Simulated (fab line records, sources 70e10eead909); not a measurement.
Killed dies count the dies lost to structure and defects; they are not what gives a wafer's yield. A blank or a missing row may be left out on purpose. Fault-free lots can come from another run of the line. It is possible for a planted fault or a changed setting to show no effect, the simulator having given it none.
fab line records :: flow nand-harc :: part 2 of 2: steps 20 to 25 of 25
record
  lots=5
  wafers=15
  last-day=33
route steps=1302 shown A_STAIRCASE@809
lots that met no fault: from a run of the same line without faults
start-h: hours from the record's opening day to when the first of the lot's shown wafers began :: wait-h: hours since the lot's step before :: " the same as in the row above :: L1.1+2: a row that stands for several wafers :: - no value, or no start given :: * or withheld: withheld :: < > ~ a bound
route shown NAME@n: a module of which the file shows steps, and the number in the route of the first :: usual: the fault-free wafers' mean and standard deviation :: same: alike in all rows :: chamber/n: place in a boat :: sites: readings site by site :: _std_site: how widely they spread, as a standard deviation :: _edge_site: inner sites' mean taken away from outer sites' mean :: radius-mm: how far each site lies from the wafer's centre :: mask NAME#n: copy n :: behind: the most recent tool/chamber to have shaped the wafer :: hold: the reason the lot was held/the length of the hold in hours/how it ended :: device: which transistor (n, p or np) failed to switch :: end of line: at the end of the route, the tests of the same wafers :: a step given without rows: its recipe and nothing more :: killed: dies that structure and defects cost at the first sort, which is not the same as the wafer's yield :: map: shows each die of a wafer: x if killed, . if not, _ if none is there
set.NAME: the setting as run; set.NAME@STEP: as run at that earlier step :: model.NAME: the simulator's own value behind a step, which no gauge read
a table for each step, a row for each wafer; lots at some steps of the route
services: when a tool's chamber went out of use (start-h, in hours from the record's first day, below 0 if earlier), for how many hours, and the reason
## steps
# step NHARC_A_STAIRCASE_DESCUM_312
# recipe
  time-s=3
  o2-flow-sccm=200
  ar-flow-sccm=0
  bias-power-w=0
  chemistry=O2
# usual
  chamber-pressure-mTorr=60.01/0.051
  drypump-motor-current-A=5.8/0.51
  oes-product-au=1.000/0.0084
  rf-vpp-V=57.8/0.9
  showerhead-plenum-p-Torr=1.91/0.099
  throttle-valve-pct=11.310/0.0089
# same
  time-s=3
lot.wafer: L077.1
tool: rie-diel-11
chamber: 1
start-h: 401.43
wait-h: -
chamber-pressure-mTorr: 59.99
drypump-motor-current-A: 5.8
oes-product-au: 1.011
rf-hours-counter-h: 46
rf-vpp-V: 57.0
showerhead-plenum-p-Torr: 1.98
throttle-valve-pct: 11.322

lot.wafer: L077.3
tool: rie-diel-11
chamber: 2
start-h: 401.43
wait-h: -
chamber-pressure-mTorr: 60.08
drypump-motor-current-A: 5.5
oes-product-au: 0.991
rf-hours-counter-h: 49
rf-vpp-V: 57.6
showerhead-plenum-p-Torr: 1.78
throttle-valve-pct: 11.304

lot.wafer: L077.4
tool: rie-diel-11
chamber: 3
start-h: 401.43
wait-h: -
chamber-pressure-mTorr: 60.08
drypump-motor-current-A: 5.8
oes-product-au: 1.012
rf-hours-counter-h: 27
rf-vpp-V: 58.0
showerhead-plenum-p-Torr: 1.77
throttle-valve-pct: 11.299

lot.wafer: L079.2
tool: rie-diel-11
chamber: 3
start-h: 423.54
wait-h: -
chamber-pressure-mTorr: 59.97
drypump-motor-current-A: 5.9
oes-product-au: 1.021
rf-hours-counter-h: 33
rf-vpp-V: 57.3
showerhead-plenum-p-Torr: 1.77
throttle-valve-pct: 11.317

lot.wafer: L079.4
tool: rie-diel-11
chamber: 0
start-h: 423.54
wait-h: -
chamber-pressure-mTorr: 60.01
drypump-motor-current-A: 6.5
oes-product-au: 1.017
rf-hours-counter-h: 55
rf-vpp-V: 55.9
showerhead-plenum-p-Torr: 1.88
throttle-valve-pct: 11.311

lot.wafer: L079.5
tool: rie-diel-11
chamber: 1
start-h: 423.54
wait-h: -
chamber-pressure-mTorr: 59.95
drypump-motor-current-A: 5.8
oes-product-au: 1.010
rf-hours-counter-h: -
rf-vpp-V: 57.3
showerhead-plenum-p-Torr: 1.98
throttle-valve-pct: 11.300

lot.wafer: L081.1
tool: rie-diel-04
chamber: 0
start-h: 460.32
wait-h: -
chamber-pressure-mTorr: 60.04
drypump-motor-current-A: 5.2
oes-product-au: 1.001
rf-hours-counter-h: 36
rf-vpp-V: 57.8
showerhead-plenum-p-Torr: 1.80
throttle-valve-pct: 11.304

lot.wafer: L081.4
tool: rie-diel-04
chamber: 1
start-h: 460.32
wait-h: -
chamber-pressure-mTorr: 59.90
drypump-motor-current-A: 5.3
oes-product-au: 1.002
rf-hours-counter-h: 34
rf-vpp-V: 58.4
showerhead-plenum-p-Torr: 2.05
throttle-valve-pct: 11.320

lot.wafer: L081.2
tool: rie-diel-04
chamber: 3
start-h: 460.32
wait-h: -
chamber-pressure-mTorr: 60.03
drypump-motor-current-A: 6.2
oes-product-au: 0.983
rf-hours-counter-h: 35
rf-vpp-V: 58.4
showerhead-plenum-p-Torr: 1.89
throttle-valve-pct: 11.306

lot.wafer: L092.3
tool: rie-diel-04
chamber: 3
start-h: 564.75
wait-h: -
chamber-pressure-mTorr: 60.01
drypump-motor-current-A: 6.2
oes-product-au: 1.003
rf-hours-counter-h: 9
rf-vpp-V: 57.8
showerhead-plenum-p-Torr: 1.88
throttle-valve-pct: 11.305

lot.wafer: L092.1
tool: rie-diel-04
chamber: 1
start-h: 564.75
wait-h: -
chamber-pressure-mTorr: 60.07
drypump-motor-current-A: 5.4
oes-product-au: 0.993
rf-hours-counter-h: 9
rf-vpp-V: 58.1
showerhead-plenum-p-Torr: 2.03
throttle-valve-pct: 11.314

lot.wafer: L092.2
tool: rie-diel-04
chamber: 2
start-h: 564.75
wait-h: -
chamber-pressure-mTorr: 59.96
drypump-motor-current-A: 5.7
oes-product-au: 1.006
rf-hours-counter-h: 9
rf-vpp-V: 58.5
showerhead-plenum-p-Torr: 1.90
throttle-valve-pct: 11.311

lot.wafer: L097.4
tool: rie-diel-04
chamber: 2
start-h: 620.56
wait-h: -
chamber-pressure-mTorr: 59.99
drypump-motor-current-A: 5.7
oes-product-au: 1.014
rf-hours-counter-h: 28
rf-vpp-V: 59.1
showerhead-plenum-p-Torr: 1.90
throttle-valve-pct: 11.318

lot.wafer: L097.1
tool: rie-diel-04
chamber: 3
start-h: 620.56
wait-h: -
chamber-pressure-mTorr: 60.11
drypump-motor-current-A: 6.2
oes-product-au: 1.003
rf-hours-counter-h: 27
rf-vpp-V: 58.9
showerhead-plenum-p-Torr: 1.88
throttle-valve-pct: 11.317

lot.wafer: L097.6
tool: rie-diel-04
chamber: 2
start-h: 620.56
wait-h: -
chamber-pressure-mTorr: 59.94
drypump-motor-current-A: 5.7
oes-product-au: 1.006
rf-hours-counter-h: -
rf-vpp-V: 56.1
showerhead-plenum-p-Torr: 1.90
throttle-valve-pct: 11.301
# step NHARC_A_STAIRCASE_ETCH_313
# recipe
  cf4-flow-sccm=100
  chf3-flow-sccm=30
  ar-flow-sccm=0
  rf-w=500
  bias-w=200
  chemistry=CF4/CHF3
# usual
  chamber-pressure-mTorr=25.000/0.024
  drypump-motor-current-A=5.8/0.5
  oes-product-au=0.931/0.016
  rf-fwd-power-W=496.7/1.6
  rf-vpp-V=370.4/2.7
  showerhead-plenum-p-Torr=1.57/0.076
  throttle-valve-pct=16.802/0.0082
lot.wafer: L077.3
tool: rie-diel-11
chamber: 0
start-h: 401.52
wait-h: 0.1
chamber-pressure-mTorr: 24.974
drypump-motor-current-A: 6.4
oes-product-au: 0.916
rf-fwd-power-W: 498.6
rf-hours-counter-h: 49
rf-vpp-V: 368.7
showerhead-plenum-p-Torr: 1.55
throttle-valve-pct: 16.805

lot.wafer: L077.1
tool: rie-diel-11
chamber: 1
start-h: 401.52
wait-h: 0.1
chamber-pressure-mTorr: 24.979
drypump-motor-current-A: 5.8
oes-product-au: 0.927
rf-fwd-power-W: 493.6
rf-hours-counter-h: 46
rf-vpp-V: 372.0
showerhead-plenum-p-Torr: 1.63
throttle-valve-pct: 16.801

lot.wafer: L077.4
tool: rie-diel-11
chamber: 2
start-h: 401.52
wait-h: 0.1
chamber-pressure-mTorr: 24.997
drypump-motor-current-A: 5.5
oes-product-au: 0.923
rf-fwd-power-W: 496.7
rf-hours-counter-h: 49
rf-vpp-V: 365.5
showerhead-plenum-p-Torr: 1.47
throttle-valve-pct: 16.806

lot.wafer: L079.4
tool: rie-diel-11
chamber: 0
start-h: 423.66
wait-h: 0.1
chamber-pressure-mTorr: 24.980
drypump-motor-current-A: 6.4
oes-product-au: 0.931
rf-fwd-power-W: 498.4
rf-hours-counter-h: 55
rf-vpp-V: 369.3
showerhead-plenum-p-Torr: 1.55
throttle-valve-pct: 16.803

lot.wafer: L079.2
tool: rie-diel-11
chamber: 2
start-h: 423.66
wait-h: 0.1
chamber-pressure-mTorr: 24.959
drypump-motor-current-A: 5.5
oes-product-au: 0.921
rf-fwd-power-W: 495.4
rf-hours-counter-h: 54
rf-vpp-V: 366.2
showerhead-plenum-p-Torr: 1.47
throttle-valve-pct: 16.790

lot.wafer: L079.5
tool: rie-diel-11
chamber: 0
start-h: 423.66
wait-h: 0.1
chamber-pressure-mTorr: 24.998
drypump-motor-current-A: 6.4
oes-product-au: 0.929
rf-fwd-power-W: 499.1
rf-hours-counter-h: -
rf-vpp-V: 370.5
showerhead-plenum-p-Torr: 1.55
throttle-valve-pct: 16.788

lot.wafer: L081.1
tool: rie-diel-04
chamber: 2
start-h: 460.40
wait-h: 0.1
chamber-pressure-mTorr: 25.035
drypump-motor-current-A: 5.7
oes-product-au: 0.920
rf-fwd-power-W: 496.6
rf-hours-counter-h: 34
rf-vpp-V: 370.6
showerhead-plenum-p-Torr: 1.57
throttle-valve-pct: 16.798

lot.wafer: L081.4
tool: rie-diel-04
chamber: 3
start-h: 460.40
wait-h: 0.1
chamber-pressure-mTorr: 24.990
drypump-motor-current-A: 6.3
oes-product-au: 0.913
rf-fwd-power-W: 493.5
rf-hours-counter-h: 35
rf-vpp-V: 371.1
showerhead-plenum-p-Torr: 1.56
throttle-valve-pct: 16.816

lot.wafer: L081.2
tool: rie-diel-04
chamber: 0
start-h: 460.40
wait-h: 0.1
chamber-pressure-mTorr: 24.996
drypump-motor-current-A: 5.2
oes-product-au: 0.927
rf-fwd-power-W: 499.5
rf-hours-counter-h: 36
rf-vpp-V: 369.5
showerhead-plenum-p-Torr: 1.49
throttle-valve-pct: 16.799

lot.wafer: L092.2
tool: rie-diel-04
chamber: 1
start-h: 564.86
wait-h: 0.1
chamber-pressure-mTorr: 25.029
drypump-motor-current-A: 5.3
oes-product-au: 0.930
rf-fwd-power-W: 494.0
rf-hours-counter-h: 9
rf-vpp-V: 373.4
showerhead-plenum-p-Torr: 1.67
throttle-valve-pct: 16.803

lot.wafer: L092.3
tool: rie-diel-04
chamber: 2
start-h: 564.86
wait-h: 0.1
chamber-pressure-mTorr: 25.023
drypump-motor-current-A: 5.7
oes-product-au: 0.916
rf-fwd-power-W: 497.6
rf-hours-counter-h: 9
rf-vpp-V: 371.7
showerhead-plenum-p-Torr: 1.57
throttle-valve-pct: 16.807

lot.wafer: L092.1
tool: rie-diel-04
chamber: 3
start-h: 564.86
wait-h: 0.1
chamber-pressure-mTorr: 25.011
drypump-motor-current-A: 6.3
oes-product-au: 0.937
rf-fwd-power-W: 494.9
rf-hours-counter-h: 9
rf-vpp-V: 369.9
showerhead-plenum-p-Torr: 1.55
throttle-valve-pct: 16.809

lot.wafer: L097.4
tool: rie-diel-04
chamber: 0
start-h: 621.66
wait-h: 1.1
chamber-pressure-mTorr: 24.952
drypump-motor-current-A: 5.2
oes-product-au: 0.927
rf-fwd-power-W: 496.5
rf-hours-counter-h: 16
rf-vpp-V: 368.0
showerhead-plenum-p-Torr: 1.48
throttle-valve-pct: 16.796

lot.wafer: L097.1
tool: rie-diel-04
chamber: 1
start-h: 621.66
wait-h: 1.1
chamber-pressure-mTorr: 25.009
drypump-motor-current-A: 5.4
oes-product-au: 0.927
rf-fwd-power-W: 492.3
rf-hours-counter-h: 29
rf-vpp-V: 373.1
showerhead-plenum-p-Torr: 1.66
throttle-valve-pct: 16.803

lot.wafer: L097.6
tool: rie-diel-04
chamber: 2
start-h: 621.66
wait-h: 1.1
chamber-pressure-mTorr: 25.016
drypump-motor-current-A: 5.7
oes-product-au: 0.942
rf-fwd-power-W: 496.9
rf-hours-counter-h: -
rf-vpp-V: 369.9
showerhead-plenum-p-Torr: 1.56
throttle-valve-pct: 16.794
# step NHARC_A_STAIRCASE_HM_OPEN_463
# recipe
  o2-flow-sccm=400
  cos-flow-sccm=20
  ar-flow-sccm=0
  rf-w=500
  bias-w=300
  chemistry=O2/COS
# usual
  chamber-pressure-mTorr=19.999/0.017
  drypump-motor-current-A=5.8/0.49
  oes-product-au=1.000/0.0085
  rf-fwd-power-W=498.8/1.6
  rf-vpp-V=467/3.4
  showerhead-plenum-p-Torr=3.10/0.15
  throttle-valve-pct=28.328/0.0091
lot.wafer: L077.4
tool: rie-diel-11
chamber: 1
start-h: -
wait-h: -
chamber-pressure-mTorr: 20.006
drypump-motor-current-A: 5.8
oes-product-au: 0.996
rf-fwd-power-W: 498.3
rf-hours-counter-h: 46
rf-vpp-V: 468
showerhead-plenum-p-Torr: 3.23
throttle-valve-pct: 28.338

lot.wafer: L077.3
tool: rie-diel-11
chamber: 2
start-h: -
wait-h: -
chamber-pressure-mTorr: 19.983
drypump-motor-current-A: 5.5
oes-product-au: 0.996
rf-fwd-power-W: 501.3
rf-hours-counter-h: 49
rf-vpp-V: 463
showerhead-plenum-p-Torr: 2.92
throttle-valve-pct: 28.325

lot.wafer: L077.1
tool: rie-diel-11
chamber: 3
start-h: -
wait-h: -
chamber-pressure-mTorr: 19.976
drypump-motor-current-A: 5.8
oes-product-au: 1.009
rf-fwd-power-W: 496.8
rf-hours-counter-h: 27
rf-vpp-V: 461
showerhead-plenum-p-Torr: 2.90
throttle-valve-pct: 28.335

lot.wafer: L079.4
tool: rie-diel-11
chamber: 2
start-h: -
wait-h: -
chamber-pressure-mTorr: 19.990
drypump-motor-current-A: 5.5
oes-product-au: 1.000
rf-fwd-power-W: 498.5
rf-hours-counter-h: 54
rf-vpp-V: 462
showerhead-plenum-p-Torr: 2.91
throttle-valve-pct: 28.302

lot.wafer: L079.2
tool: rie-diel-11
chamber: 0
start-h: -
wait-h: -
chamber-pressure-mTorr: 20.009
drypump-motor-current-A: 6.4
oes-product-au: 1.002
rf-fwd-power-W: 496.7
rf-hours-counter-h: 55
rf-vpp-V: 467
showerhead-plenum-p-Torr: 3.08
throttle-valve-pct: 28.338

lot.wafer: L079.5
tool: rie-diel-11
chamber: 2
start-h: -
wait-h: -
chamber-pressure-mTorr: 20.007
drypump-motor-current-A: 5.6
oes-product-au: 0.993
rf-fwd-power-W: 501.0
rf-hours-counter-h: -
rf-vpp-V: 462
showerhead-plenum-p-Torr: 2.91
throttle-valve-pct: 28.309

lot.wafer: L081.2
tool: rie-diel-04
chamber: 1
start-h: -
wait-h: -
chamber-pressure-mTorr: 20.018
drypump-motor-current-A: 5.4
oes-product-au: 1.016
rf-fwd-power-W: 501.0
rf-hours-counter-h: 34
rf-vpp-V: 473
showerhead-plenum-p-Torr: 3.33
throttle-valve-pct: 28.326

lot.wafer: L081.1
tool: rie-diel-04
chamber: 3
start-h: -
wait-h: -
chamber-pressure-mTorr: 19.999
drypump-motor-current-A: 6.3
oes-product-au: 1.000
rf-fwd-power-W: 498.3
rf-hours-counter-h: 35
rf-vpp-V: 467
showerhead-plenum-p-Torr: 3.09
throttle-valve-pct: 28.337

lot.wafer: L081.4
tool: rie-diel-04
chamber: 0
start-h: -
wait-h: -
chamber-pressure-mTorr: 20.003
drypump-motor-current-A: 5.2
oes-product-au: 1.001
rf-fwd-power-W: 502.4
rf-hours-counter-h: 36
rf-vpp-V: 463
showerhead-plenum-p-Torr: 2.95
throttle-valve-pct: 28.323

lot.wafer: L092.3
tool: rie-diel-04
chamber: 2
start-h: -
wait-h: -
chamber-pressure-mTorr: 20.021
drypump-motor-current-A: 5.7
oes-product-au: 1.001
rf-fwd-power-W: 498.8
rf-hours-counter-h: 9
rf-vpp-V: 466
showerhead-plenum-p-Torr: 3.11
throttle-valve-pct: 28.332

lot.wafer: L092.1
tool: rie-diel-04
chamber: 3
start-h: -
wait-h: -
chamber-pressure-mTorr: 19.966
drypump-motor-current-A: 6.2
oes-product-au: 1.007
rf-fwd-power-W: 497.8
rf-hours-counter-h: 9
rf-vpp-V: 466
showerhead-plenum-p-Torr: 3.08
throttle-valve-pct: 28.321

lot.wafer: L092.2
tool: rie-diel-04
chamber: 1
start-h: -
wait-h: -
chamber-pressure-mTorr: 19.981
drypump-motor-current-A: 5.4
oes-product-au: 1.001
rf-fwd-power-W: 500.2
rf-hours-counter-h: 9
rf-vpp-V: 472
showerhead-plenum-p-Torr: 3.31
throttle-valve-pct: 28.321

lot.wafer: L097.1
tool: rie-diel-04
chamber: 0
start-h: -
wait-h: -
chamber-pressure-mTorr: 20.015
drypump-motor-current-A: 5.2
oes-product-au: 1.002
rf-fwd-power-W: 502.8
rf-hours-counter-h: 16
rf-vpp-V: 463
showerhead-plenum-p-Torr: 2.94
throttle-valve-pct: 28.321

lot.wafer: L097.4
tool: rie-diel-04
chamber: 1
start-h: -
wait-h: -
chamber-pressure-mTorr: 19.976
drypump-motor-current-A: 5.3
oes-product-au: 1.002
rf-fwd-power-W: 498.9
rf-hours-counter-h: 29
rf-vpp-V: 471
showerhead-plenum-p-Torr: 3.30
throttle-valve-pct: 28.355

lot.wafer: L097.6
tool: rie-diel-04
chamber: 1
start-h: -
wait-h: -
chamber-pressure-mTorr: 19.982
drypump-motor-current-A: 5.4
oes-product-au: 0.991
rf-fwd-power-W: 499.8
rf-hours-counter-h: -
rf-vpp-V: 470
showerhead-plenum-p-Torr: 3.30
throttle-valve-pct: 28.334
# step NHARC_A_STAIRCASE_STRIP_464
# recipe
  o2-flow-sccm=400
  cos-flow-sccm=20
  ar-flow-sccm=0
  bias-w=0
  chemistry=O2/COS
lot.wafer: L077.3+1+4
tool: rie-diel-11
chamber: 3,0,1
start-h: -
wait-h: -

lot.wafer: L079.2+4+5
tool: rie-diel-11
chamber: 3,2,3
start-h: -
wait-h: -

lot.wafer: L081.2+4+1
tool: rie-diel-04
chamber: 0,1,2
start-h: -
wait-h: -

lot.wafer: L092.3+1+2
tool: rie-diel-04
chamber: 1,2,3
start-h: -
wait-h: -

lot.wafer: L097.1+4+6
tool: rie-diel-04
chamber: 1,2,0
start-h: -
wait-h: -
# step NHARC_A_STAIRCASE_ETCH_453
# recipe
  target-depth-a=300
  overetch-a=30
  time-s=16.5
  ion-energy-ev=100
  cf4-flow-sccm=80
  o2-flow-sccm=20
  ar-flow-sccm=0
  rf-w=300
  bias-w=100
  chemistry=CF4/O2
# usual
  chamber-pressure-mTorr=30.002/0.027
  drypump-motor-current-A=5.8/0.5
  oes-product-au=1.000/0.0095
  rf-fwd-power-W=293.7/1.5
  rf-vpp-V=197.7/1.6
  showerhead-plenum-p-Torr=1.33/0.066
  throttle-valve-pct=13.397/0.0098
# same
  time-s=16.5
lot.wafer: L077.1
tool: rie-diel-11
chamber: 3
start-h: -
wait-h: -
chamber-pressure-mTorr: 29.979
drypump-motor-current-A: 5.8
oes-product-au: 1.009
rf-fwd-power-W: 291.9
rf-hours-counter-h: 27
rf-vpp-V: 196.3
showerhead-plenum-p-Torr: 1.24
throttle-valve-pct: 13.377

lot.wafer: L077.3
tool: rie-diel-11
chamber: 0
start-h: -
wait-h: -
chamber-pressure-mTorr: 29.972
drypump-motor-current-A: 6.4
oes-product-au: 0.998
rf-fwd-power-W: 295.5
rf-hours-counter-h: 49
rf-vpp-V: 197.4
showerhead-plenum-p-Torr: 1.32
throttle-valve-pct: 13.396

lot.wafer: L077.4
tool: rie-diel-11
chamber: 2
start-h: -
wait-h: -
chamber-pressure-mTorr: 29.982
drypump-motor-current-A: 5.6
oes-product-au: 0.993
rf-fwd-power-W: 294.3
rf-hours-counter-h: 49
rf-vpp-V: 196.2
showerhead-plenum-p-Torr: 1.24
throttle-valve-pct: 13.397

lot.wafer: L079.4
tool: rie-diel-11
chamber: 3
start-h: -
wait-h: -
chamber-pressure-mTorr: 30.000
drypump-motor-current-A: 5.8
oes-product-au: 1.020
rf-fwd-power-W: 292.6
rf-hours-counter-h: 33
rf-vpp-V: 193.9
showerhead-plenum-p-Torr: 1.24
throttle-valve-pct: 13.392

lot.wafer: L079.2
tool: rie-diel-11
chamber: 0
start-h: -
wait-h: -
chamber-pressure-mTorr: 29.982
drypump-motor-current-A: 6.4
oes-product-au: 1.009
rf-fwd-power-W: 295.8
rf-hours-counter-h: 55
rf-vpp-V: 197.5
showerhead-plenum-p-Torr: 1.31
throttle-valve-pct: 13.400

lot.wafer: L079.5
tool: rie-diel-11
chamber: 3
start-h: -
wait-h: -
chamber-pressure-mTorr: 30.011
drypump-motor-current-A: 5.8
oes-product-au: 1.020
rf-fwd-power-W: 294.2
rf-hours-counter-h: -
rf-vpp-V: 196.0
showerhead-plenum-p-Torr: 1.24
throttle-valve-pct: 13.395

lot.wafer: L081.1
tool: rie-diel-04
chamber: 2
start-h: -
wait-h: -
chamber-pressure-mTorr: 29.969
drypump-motor-current-A: 5.7
oes-product-au: 0.983
rf-fwd-power-W: 295.8
rf-hours-counter-h: 34
rf-vpp-V: 197.2
showerhead-plenum-p-Torr: 1.34
throttle-valve-pct: 13.380

lot.wafer: L081.4
tool: rie-diel-04
chamber: 3
start-h: -
wait-h: -
chamber-pressure-mTorr: 29.988
drypump-motor-current-A: 6.2
oes-product-au: 1.002
rf-fwd-power-W: 293.8
rf-hours-counter-h: 35
rf-vpp-V: 196.6
showerhead-plenum-p-Torr: 1.32
throttle-valve-pct: 13.409

lot.wafer: L081.2
tool: rie-diel-04
chamber: 0
start-h: -
wait-h: -
chamber-pressure-mTorr: 30.020
drypump-motor-current-A: 5.2
oes-product-au: 0.996
rf-fwd-power-W: 293.7
rf-hours-counter-h: 36
rf-vpp-V: 196.0
showerhead-plenum-p-Torr: 1.26
throttle-valve-pct: 13.409

lot.wafer: L092.2
tool: rie-diel-04
chamber: 3
start-h: -
wait-h: -
chamber-pressure-mTorr: 30.000
drypump-motor-current-A: 6.3
oes-product-au: 1.006
rf-fwd-power-W: 290.3
rf-hours-counter-h: 9
rf-vpp-V: 197.5
showerhead-plenum-p-Torr: 1.31
throttle-valve-pct: 13.398

lot.wafer: L092.1
tool: rie-diel-04
chamber: 1
start-h: -
wait-h: -
chamber-pressure-mTorr: 30.038
drypump-motor-current-A: 5.4
oes-product-au: 1.001
rf-fwd-power-W: 293.3
rf-hours-counter-h: 9
rf-vpp-V: 199.0
showerhead-plenum-p-Torr: 1.42
throttle-valve-pct: 13.399

lot.wafer: L092.3
tool: rie-diel-04
chamber: 2
start-h: -
wait-h: -
chamber-pressure-mTorr: 30.051
drypump-motor-current-A: 5.7
oes-product-au: 1.005
rf-fwd-power-W: 295.5
rf-hours-counter-h: 9
rf-vpp-V: 197.1
showerhead-plenum-p-Torr: 1.33
throttle-valve-pct: 13.399

lot.wafer: L097.4
tool: rie-diel-04
chamber: 3
start-h: -
wait-h: -
chamber-pressure-mTorr: 29.970
drypump-motor-current-A: 6.2
oes-product-au: 1.010
rf-fwd-power-W: 292.6
rf-hours-counter-h: 28
rf-vpp-V: 197.3
showerhead-plenum-p-Torr: 1.31
throttle-valve-pct: 13.403

lot.wafer: L097.1
tool: rie-diel-04
chamber: 2
start-h: -
wait-h: -
chamber-pressure-mTorr: 29.989
drypump-motor-current-A: 5.7
oes-product-au: 1.015
rf-fwd-power-W: 295.7
rf-hours-counter-h: 29
rf-vpp-V: 196.3
showerhead-plenum-p-Torr: 1.32
throttle-valve-pct: 13.369

lot.wafer: L097.6
tool: rie-diel-04
chamber: 0
start-h: -
wait-h: -
chamber-pressure-mTorr: 30.016
drypump-motor-current-A: 5.2
oes-product-au: 0.991
rf-fwd-power-W: 292.0
rf-hours-counter-h: -
rf-vpp-V: 195.9
showerhead-plenum-p-Torr: 1.25
throttle-valve-pct: 13.402
# step NHARC_A_STAIRCASE_ETCH_315
# recipe
  target-depth-a=25000
  time-s=607.1
  ion-energy-ev=800
  c4f8-flow-sccm=80
  o2-flow-sccm=60
  ar-flow-sccm=withheld
  rf-w=600
  bias-w=3000
  chemistry=C4F8/O2/Ar
# usual
  chamber-pressure-mTorr=24.999/0.024
  oes-product-au=0.932/0.0083
  rf-fwd-power-W=599.4/1.7
  rf-vpp-V=1825/13
# same
  time-s=607.1
lot.wafer: L077.1
tool: rie-diel-11
chamber: 1
start-h: -
wait-h: -
chamber-pressure-mTorr: 25.011
oes-product-au: 0.928
rf-fwd-power-W: 598.2
rf-hours-counter-h: 46
rf-vpp-V: 1837

lot.wafer: L077.4
tool: rie-diel-11
chamber: 2
start-h: -
wait-h: -
chamber-pressure-mTorr: 25.054
oes-product-au: 0.928
rf-fwd-power-W: 600.3
rf-hours-counter-h: 49
rf-vpp-V: 1810

lot.wafer: L077.3
tool: rie-diel-11
chamber: 0
start-h: -
wait-h: -
chamber-pressure-mTorr: 25.028
oes-product-au: 0.940
rf-fwd-power-W: 599.8
rf-hours-counter-h: 49
rf-vpp-V: 1824

lot.wafer: L079.2
tool: rie-diel-11
chamber: 0
start-h: -
wait-h: -
chamber-pressure-mTorr: 24.992
oes-product-au: 0.931
rf-fwd-power-W: 599.1
rf-hours-counter-h: 55
rf-vpp-V: 1824

lot.wafer: L079.4
tool: rie-diel-11
chamber: 1
start-h: -
wait-h: -
chamber-pressure-mTorr: 24.968
oes-product-au: 0.930
rf-fwd-power-W: 599.6
rf-hours-counter-h: 51
rf-vpp-V: 1834

lot.wafer: L079.5
tool: rie-diel-11
chamber: 2
start-h: -
wait-h: -
chamber-pressure-mTorr: 24.984
oes-product-au: 0.935
rf-fwd-power-W: 597.1
rf-hours-counter-h: -
rf-vpp-V: 1810

lot.wafer: L081.2
tool: rie-diel-04
chamber: 2
start-h: -
wait-h: -
chamber-pressure-mTorr: 25.004
oes-product-au: 0.919
rf-fwd-power-W: 599.8
rf-hours-counter-h: 34
rf-vpp-V: 1827

lot.wafer: L081.4
tool: rie-diel-04
chamber: 3
start-h: -
wait-h: -
chamber-pressure-mTorr: 24.967
oes-product-au: 0.936
rf-fwd-power-W: 596.7
rf-hours-counter-h: 35
rf-vpp-V: 1826

lot.wafer: L081.1
tool: rie-diel-04
chamber: 0
start-h: -
wait-h: -
chamber-pressure-mTorr: 25.014
oes-product-au: 0.935
rf-fwd-power-W: 597.3
rf-hours-counter-h: 36
rf-vpp-V: 1812

lot.wafer: L092.3
tool: rie-diel-04
chamber: 2
start-h: -
wait-h: -
chamber-pressure-mTorr: 24.987
oes-product-au: 0.941
rf-fwd-power-W: 601.4
rf-hours-counter-h: 9
rf-vpp-V: 1827

lot.wafer: L092.1
tool: rie-diel-04
chamber: 3
start-h: -
wait-h: -
chamber-pressure-mTorr: 25.004
oes-product-au: 0.955
rf-fwd-power-W: 600.9
rf-hours-counter-h: 9
rf-vpp-V: 1822

lot.wafer: L092.2
tool: rie-diel-04
chamber: 1
start-h: -
wait-h: -
chamber-pressure-mTorr: 24.975
oes-product-au: 0.927
rf-fwd-power-W: 599.7
rf-hours-counter-h: 9
rf-vpp-V: 1841

lot.wafer: L097.4
tool: rie-diel-04
chamber: 2
start-h: -
wait-h: -
chamber-pressure-mTorr: 24.980
oes-product-au: 0.935
rf-fwd-power-W: 597.8
rf-hours-counter-h: 29
rf-vpp-V: 1825

lot.wafer: L097.1
tool: rie-diel-04
chamber: 3
start-h: -
wait-h: -
chamber-pressure-mTorr: 24.971
oes-product-au: 0.931
rf-fwd-power-W: 595.0
rf-hours-counter-h: 28
rf-vpp-V: 1822

lot.wafer: L097.6
tool: rie-diel-04
chamber: 2
start-h: -
wait-h: -
chamber-pressure-mTorr: 25.007
oes-product-au: 0.938
rf-fwd-power-W: 599.7
rf-hours-counter-h: -
rf-vpp-V: 1825
## services
tool: rie-diel-05
chamber: 0
start-h: 386.85
hours: 20.6
kind: repair

tool: krf-scanner-03
chamber: -
start-h: 390.36
hours: 5.7
kind: repair

tool: krf-scanner-04
chamber: -
start-h: 397.90
hours: 0.6
kind: repair

tool: litho-track-02
chamber: -
start-h: 402.00
hours: 7.0
kind: pm

tool: rie-diel-05
chamber: -
start-h: 406.65
hours: 9.0
kind: pm

tool: wet-bench-02
chamber: -
start-h: 420.00
hours: 8.0
kind: pm

tool: acl-dep-02
chamber: -
start-h: 426.95
hours: 13.0
kind: pm

tool: rie-diel-11
chamber: -
start-h: 432.64
hours: 9.0
kind: pm

tool: wet-bench-05
chamber: -
start-h: 436.80
hours: 8.0
kind: pm

tool: litho-track-03
chamber: -
start-h: 450.00
hours: 7.0
kind: pm

tool: rie-diel-05
chamber: 2
start-h: 452.12
hours: 16.0
kind: repair

tool: wet-bench-01
chamber: -
start-h: 453.60
hours: 8.0
kind: pm

tool: litho-track-05
chamber: -
start-h: 474.00
hours: 7.0
kind: pm

tool: rie-diel-04
chamber: 0
start-h: 518.99
hours: 65.0
kind: repair

tool: rie-diel-04
chamber: -
start-h: 533.58
hours: 9.0
kind: pm

tool: litho-track-02
chamber: -
start-h: 577.00
hours: 7.0
kind: pm

tool: acl-dep-02
chamber: -
start-h: 579.88
hours: 4.2
kind: repair

tool: rie-diel-05
chamber: -
start-h: 583.65
hours: 9.0
kind: pm

tool: rie-diel-05
chamber: 1
start-h: 594.14
hours: 11.2
kind: repair

tool: wet-bench-02
chamber: -
start-h: 596.00
hours: 8.0
kind: pm

tool: acl-dep-02
chamber: -
start-h: 608.92
hours: 13.0
kind: pm

tool: rie-diel-11
chamber: -
start-h: 609.92
hours: 9.0
kind: pm

tool: wet-bench-05
chamber: -
start-h: 612.80
hours: 8.0
kind: pm

tool: rie-diel-04
chamber: -
start-h: 617.11
hours: 0.4
kind: repair
